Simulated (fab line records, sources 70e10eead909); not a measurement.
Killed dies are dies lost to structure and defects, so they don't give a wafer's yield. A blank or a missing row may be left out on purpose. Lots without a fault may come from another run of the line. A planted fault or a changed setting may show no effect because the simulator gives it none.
Chamber matching | flow nand_harc | NHARC_A_STAIRCASE_TRIM_191 on rie_diel-06: 4 sister chambers
The step chemistry O2, time 211.2 s. 8 wafers are shown with their chamber, then 7 later ones without.

WAFERS WITH THEIR CHAMBER
wafer  | chamber | drypump_motor_current_A (A) | showerhead_plenum_p_Torr (Torr)
L902.5 | 2       | 6.4                         | 3.62
L910.3 | 3       | 6.7                         | 3.43
L910.6 | 0       | 4.8                         | 3.34
L909.4 | 1       | 5.9                         | 3.78
L909.5 | 0       | 4.8                         | 3.34
L909.6 | 3       | 6.7                         | 3.42
L912.1 | 2       | 6.3                         | 3.60
L912.4 | 1       | 5.9                         | 3.77

WAFERS WITHOUT THEIR CHAMBER
wafer  | drypump_motor_current_A (A) | showerhead_plenum_p_Torr (Torr)
L912.5 | 4.8                         | 3.33
L913.2 | 6.7                         | 3.42
L913.3 | 4.8                         | 3.33
L913.4 | 6.0                         | 3.77
L917.1 | 6.7                         | 3.42
L917.5 | 6.7                         | 3.42
L917.6 | 6.4                         | 3.59

WHICH CHAMBER EACH WENT THROUGH
wafer  | from the rows above | in truth
L912.5 | 0                   | 0
L913.2 | 3                   | 3
L913.3 | 0                   | 0
L913.4 | 1                   | 1
L917.1 | 3                   | 3
L917.5 | 3                   | 3
L917.6 | 2                   | 2
Placed correctly: 7 of 7. Can't be placed from these rows: 0. Placed wrongly: 0.
How it was worked out, from the rows above alone: a wafer's distance from a chamber is the root of the sum, over the readings, of the square of ((its reading less the chamber's mean) divided by the reading's scatter). The wafer belongs to the nearest chamber; if the next one is less than 2 further off, it can't be placed. A chamber's mean is the mean of its shown wafers. The scatter: the root of (the sum of the squares of (reading less its chamber's mean) over the shown wafers, divided by (wafers less chambers)).
